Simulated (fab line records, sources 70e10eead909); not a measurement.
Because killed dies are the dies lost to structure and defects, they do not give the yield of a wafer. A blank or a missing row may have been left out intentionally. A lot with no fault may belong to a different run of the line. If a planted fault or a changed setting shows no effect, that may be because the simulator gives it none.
The same fault as seen by 3 desks + flow nand harc + each desk holds nothing but its own numbers, with what lay behind them at the end

== DESK OF THE TOOL OWNER: litho track-01 ==
The tool's own readings at NHARC_A_M1_PEB_07 (peb time 65 s): means of the sampled wafers that have a number, for each lot that ran on this tool. If a lot's mean is further than 4 standard deviations from the usual mean, the lot is out of limits and carries the mark OUT (the distance appears in the brackets).
Columns: A = chill plate temp C at NHARC_A_M1_PEB_07, usual 23.00 C; B = exhaust pa at NHARC_A_M1_PEB_07, usual 44.9 Pa
| lot  | first seen here | A     | B    |
|------|-----------------|-------|------|
| L611 | day 18 05:49    | 22.96 | 44.7 |
| L624 | day 22 02:23    | 23.04 | 45.2 |
| L629 | day 23 02:21    | 23.04 | 44.8 |
This desk's finding: nothing out of limits on any of the 3 lots.

== METROLOGY DESK ==
Lot by lot, what the gauges showed, no matter which tool ran the lot: averages of those sampled wafers that carry a number. If a lot's mean is further than 4 standard deviations from the usual mean, the lot is out of limits and carries the mark OUT (the distance appears in the brackets).
Columns: A = thk nm at NHARC_A_M0_THK_MEAS_24, usual 114.2 nm
| lot  | first seen here | A     |
|------|-----------------|-------|
| L609 | day 17 19:21    | 114.7 |
| L610 | day 18 00:24    | 113.1 |
| L612 | day 18 01:01    | 114.1 |
| L611 | day 18 04:20    | 114.9 |
| L614 | day 18 06:13    | 112.6 |
| L616 | day 19 19:26    | 114.7 |
| L618 | day 20 05:05    | 113.8 |
| L624 | day 22 00:56    | 115.8 |
| L623 | day 22 01:16    | 114.3 |
| L626 | day 22 14:47    | 112.9 |
| L625 | day 22 15:28    | 116.2 |
| L629 | day 23 00:35    | 115.8 |
| L631 | day 23 03:59    | 115.2 |
| L628 | day 23 13:30    | 114.8 |
This desk's finding: nothing out of limits on any of the 14 lots.

== THE DEFECT DESK ==
For each lot, the counts of the inspections along the route, averaged over the sampled wafers that have a number. If a lot's mean is further than 4 standard deviations from the usual mean, the lot is out of limits and carries the mark OUT (the distance appears in the brackets).
Columns: A = raw defect count at NHARC_A_M0_INSPECT_27, usual 470
| lot  | first seen here | A   |
|------|-----------------|-----|
| L609 | day 17 19:30    | 667 |
| L610 | day 18 00:33    | 523 |
| L612 | day 18 01:11    | 459 |
| L611 | day 18 04:30    | 377 |
| L614 | day 18 06:22    | 518 |
| L616 | day 19 19:36    | 386 |
| L618 | day 20 05:14    | 350 |
| L624 | day 22 01:05    | 474 |
| L623 | day 22 01:25    | 432 |
| L626 | day 22 14:57    | 409 |
| L625 | day 22 15:37    | 353 |
| L629 | day 23 00:44    | 429 |
| L631 | day 23 04:08    | 514 |
| L628 | day 23 13:41    | 519 |
This desk's finding: nothing out of limits on any of the 14 lots.

== PUT TOGETHER ==
The tool owner's desk saw nothing out of limits.
Metrology desk: nothing out of limits seen.
Nothing out of limits was seen by the defect desk.

== WHAT HAD BEEN PUT IN BY THE SIMULATOR ==
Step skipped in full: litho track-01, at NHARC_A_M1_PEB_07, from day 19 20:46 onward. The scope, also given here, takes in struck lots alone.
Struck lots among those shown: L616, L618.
